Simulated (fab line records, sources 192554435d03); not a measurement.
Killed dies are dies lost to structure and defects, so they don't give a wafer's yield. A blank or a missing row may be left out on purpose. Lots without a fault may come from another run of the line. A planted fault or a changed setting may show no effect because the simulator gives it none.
Split-lot experiment | flow n5_finfet | 7 lots, 21 wafers read, on a route of 1938 steps

THE SPLIT
At N5_GATE_CUT_COAT_27 (time 60 s, resist thk 10 nm), the setting spin_rpm was moved away from the recipe's 1500 rpm on 6 of the 21 wafers read, by -11.2% to +7.7%. The other wafers ran this setting at the recipe's value.

FROM THE SPLIT TO THE READING: what the file shows between them, 5 steps
- N5_GATE_CUT_EXPOSE_10: exposes mask GATE CUT, target cd 20 nm (also split here: dose_mj)
- N5_GATE_CUT_PEB_11: peb time 60 s
- N5_GATE_CUT_DEVELOP_12: develop time 30 s
- N5_GATE_CUT_CD_MEAS_13: target cd 20 nm
- N5_GATE_CUT_DESCUM_18: chemistry O2, time 7 s

THE READING
etch.depth_nm (the simulator's own value, which no gauge read), in nm, at N5_GATE_CUT_ETCH_28 (etches underlayer in N2/H2, target depth 13 nm, time 10.4 s). The file gives no usual value for it. The 15 wafers here that ran the recipe average 10.013 nm, standard deviation 0.035 nm.

wafer  | tool, chamber at the split | spin_rpm as run, rpm | against the recipe | etch.depth_nm, nm | against lot-mates on the recipe
L079.1 | litho_track-05, 0          | 1456                 | -2.9%              | 10.17             | +0.185
L079.2 | litho_track-05, 0          | 1456                 | -2.9%              | 10.15             | +0.165
L079.6 | litho_track-05, 0          | 1500                 | recipe             | 9.985             | -
L081.3 | litho_track-03, 0          | 1332                 | -11.2%             | 10.61             | +0.585
L081.5 | litho_track-03, 0          | 1500                 | recipe             | 10.02             | -
L081.6 | litho_track-03, 0          | 1500                 | recipe             | 10.03             | -
L082.1 | litho_track-05, 0          | 1500                 | recipe             | 10.01             | -
L082.2 | litho_track-05, 0          | 1500                 | recipe             | 9.997             | -
L082.3 | litho_track-05, 0          | 1500                 | recipe             | 9.995             | -
L086.3 | litho_track-01, 0          | 1500                 | recipe             | 10.05             | -
L086.5 | litho_track-01, 0          | 1500                 | recipe             | 10.03             | -
L086.6 | litho_track-01, 0          | 1500                 | recipe             | 10.03             | -
L088.1 | litho_track-05, 0          | 1500                 | recipe             | 9.96              | -
L088.2 | litho_track-05, 0          | 1500                 | recipe             | 9.982             | -
L088.4 | litho_track-05, 0          | 1500                 | recipe             | 9.939             | -
L093.3 | litho_track-01, 0          | 1500                 | recipe             | 10.06             | -
L093.4 | litho_track-01, 0          | 1500                 | recipe             | 10.05             | -
L093.5 | litho_track-01, 0          | 1616                 | +7.7%              | 9.699             | -0.356
L095.1 | litho_track-01, 0          | 1584                 | +5.6%              | 9.741             | -0.319
L095.2 | litho_track-01, 0          | 1500                 | recipe             | 10.06             | -
L095.4 | litho_track-01, 0          | 1584                 | +5.6%              | 9.787             | -0.273

THE FIT
A straight line over all 21 wafers: etch.depth_nm changes by -0.0482 nm for each +1% of spin_rpm; r = -0.98; the points scatter about the line by 0.037 nm.
The same after taking each lot's own level away (the mean of its wafers on the recipe; 21 wafers): -0.0515 nm for each +1%; r = -1.00; scatter 0.017 nm.
On that fit, the largest move of spin_rpm shifts the reading by 0.58 nm.
The lots' own levels span 9.9603 to 10.0600 nm, that is 2.8 times the standard deviation above.
So the lot-to-lot level changes the slope little: the two slopes agree.
Check: with one of the wafers moved furthest among these (-11.2%) left out of the fit, the line predicts +0.576 nm for it against its lot-mates. It came out at +0.585 nm against them.

OTHER SPLITS ON THESE WAFERS
These wafers also went through other splits before the reading. Each is held against what the fit with the lots' levels taken away leaves over:
other split on the same wafers | wafers away from the commonest value | r with etch.depth_nm (lot level and that fit taken away)
N5_SDB_EXPOSE_08 dose_mj       | 7                                    | +0.10
N5_HKMG_FIN_COAT_06 spin_rpm   | 9                                    | +0.22
N5_HKMG_FIN_PEB_10 peb_time_s  | 9                                    | -0.01
N5_GATE_CUT_EXPOSE_10 dose_mj  | 4                                    | -0.03

THE WHOLE CHAIN: every reading that the file lists as answering this split, in the file's order
step                | what it does                                                | reading                                                                                | change (the file's fit)                | r (the file's)
N5_GATE_CUT_COAT_27 | time 60 s, resist thk 10 nm                                 | underlayer_of_GATE_CUT_COAT_27.thk_nm (the simulator's own value, which no gauge read) | -0.0512 nm for each +1% of the setting | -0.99
N5_GATE_CUT_ETCH_28 | etches underlayer in N2/H2, target depth 13 nm, time 10.4 s | etch_rf_on_time_s                                                                      | withheld for each +1% of the setting   | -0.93
N5_GATE_CUT_ETCH_28 | etches underlayer in N2/H2, target depth 13 nm, time 10.4 s | etch.depth_nm (the simulator's own value, which no gauge read)                         | -0.0509 nm for each +1% of the setting | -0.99

THE FILE'S OWN FIT
etch.depth_nm changes by -0.0509 nm for each +1% of spin_rpm, r = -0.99.
